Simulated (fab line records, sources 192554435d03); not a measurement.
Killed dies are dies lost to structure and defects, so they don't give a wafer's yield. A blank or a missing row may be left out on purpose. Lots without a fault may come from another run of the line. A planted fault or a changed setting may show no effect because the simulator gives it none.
A struck lot beside a sound one | flow n5_finfet | 16 steps out of a route of 1938
Sound: wafers L507.2, L507.3, L507.5. Struck: wafer L513.2. (L513.5, L513.6 of the same lot were not struck and are left out.) The cause comes at the end.
At each step with rows: each side's tool, then ch and its chambers, then its first start. Under that, the readings that differ: sound wafers | struck wafers | difference of the means | sigmas: that difference in standard deviations of wafers without a fault.
alike: readings whose means differ by less than 2 such deviations, and words and numbers that are the same on both sides. not compared: withheld readings, readings that some wafer has no value for, bounds like >300 that may hide the same value, and numbers for which the record gives no deviation and whose values overlap.
The two part at a step that has a row with sigmas, a row that says differs or no value, or rows on one side only. Numbers that don't overlap but have no deviation are shown without sigmas and don't part them. A reading that every wafer of one side lacks parts them only if that side has two wafers or more.

N5_BEOL_M4_SPUTTER_92: material Cu, target thk 4.5 nm, time 8.29 s.
  sound on pvd_sputter-02, day 11 05:50; struck on pvd_sputter-02, day 12 21:49
  alike: susceptor_temp_C, throttle_valve_pct
then, 2 steps without rows for these wafers: N5_BEOL_M4_ANNEAL_93 (time 240 s); N5_BEOL_M4_SPUTTER_94 (material Cu, target thk 4.5 nm, time 8.29 s).
N5_BEOL_M4_ANNEAL_95: time 240 s.
  sound on pvd_sputter-02, day 11 06:08; struck on pvd_sputter-02, day 12 22:07
  alike: heater_power_w, susceptor_temp_C
then, 3 steps without rows for these wafers: N5_BEOL_M4_SPUTTER_96 (material Cu, target thk 4.5 nm, time 8.29 s); N5_BEOL_M4_ECD_50 (material Cu, target thk 300 nm); N5_BEOL_M4_ANNEAL_51 (time 90 s).
N5_BEOL_M4_CMP_52: polishes, stops on SiOC, t overpolish 6.8 s, target thk 40 nm.
  sound on cmp-03 ch 1,3, day 11 06:54; struck on cmp-04 ch 3, day 12 22:46
  alike: barrier_field_endpoint_s, motor_current_A, overpolish_run_s, time_to_endpoint_s
N5_BEOL_M4_THK_MEAS_53: measures by xrf.
  sound on film_metro-01, day 11 07:11; struck on film_metro-02, day 12 23:03
  alike: M4_THK
N5_BEOL_M4_PRE_CLEAN_60: time 15 s.
  sound on cvd_co-02 ch 0,1, day 11 07:14; struck on cvd_co-02 ch 1, day 12 23:05
  alike: heater_power_w
  not compared: susceptor_temp_C
N5_BEOL_M4_CO_CAP_55: material Co, precursor CCTBA/H2, target thk 2 nm, time 102.1 s.
  sound on cvd_co-02 ch 0,1, day 11 07:16; struck on cvd_co-02 ch 1, day 12 23:08
  alike: heater_power_w, susceptor_temp_C
then, 1 step without rows for these wafers: N5_BEOL_M4_PRE_CLEAN_56 (time 15 s).
N5_BEOL_M4_DEP_57: deposits SiCN from 3MS/NH3, target thk 8 nm, time 14 s.
  sound on pecvd-04 ch 0,1,2, day 11 07:23; struck on pecvd-02 ch 0, day 12 23:14
  reading                                  | sound     | struck | difference | sigmas
  model.SiCN_of_BEOL_M4_DEP_57.thk_nm (nm) | 7.8 7.8 8 | 7.4    | -0.5       |
  alike: showerhead_plenum_p_Torr, throttle_valve_pct
N5_BEOL_M4_RS_MEAS_58: measures by four-point-probe.
  sound on film_metro-01, day 11 07:27; struck on film_metro-01, day 12 23:19
  alike: M4_RS
N5_BEOL_M4_RC_MEAS_101:
  sound on prober-02 ch 0, day 11 07:40; struck on prober-02 ch 0, day 12 23:31
  alike: DIBL_N, DIBL_P, IOFF_N, IOFF_P, ION_N, ION_P, SS_N, SS_P, VT_N, VT_P
-- the record jumps here: 5 days lie between the struck wafers' starts before and after (it left off in module BEOL_M4 and takes up again in module PASSIVATION, whose first step shown is number 1936 of the route) --
N5_PASSIVATION_PROBE_49:
  sound on prober-02, day 15 15:14; struck on prober-01, day 17 12:21
  alike: defect_limited_yield, killed_at_M0_to_M3, killed_at_M4_up, killed_at_contacts, killed_at_front_end, killed_at_other, killed_dies, killed_open, killed_short, sort_bin_5_function, sort_bin_6_memory, sort_bin_8_speed, sort_n_pass

WHERE THEY PART
Nowhere in this record.

WHY: what the simulator had put in
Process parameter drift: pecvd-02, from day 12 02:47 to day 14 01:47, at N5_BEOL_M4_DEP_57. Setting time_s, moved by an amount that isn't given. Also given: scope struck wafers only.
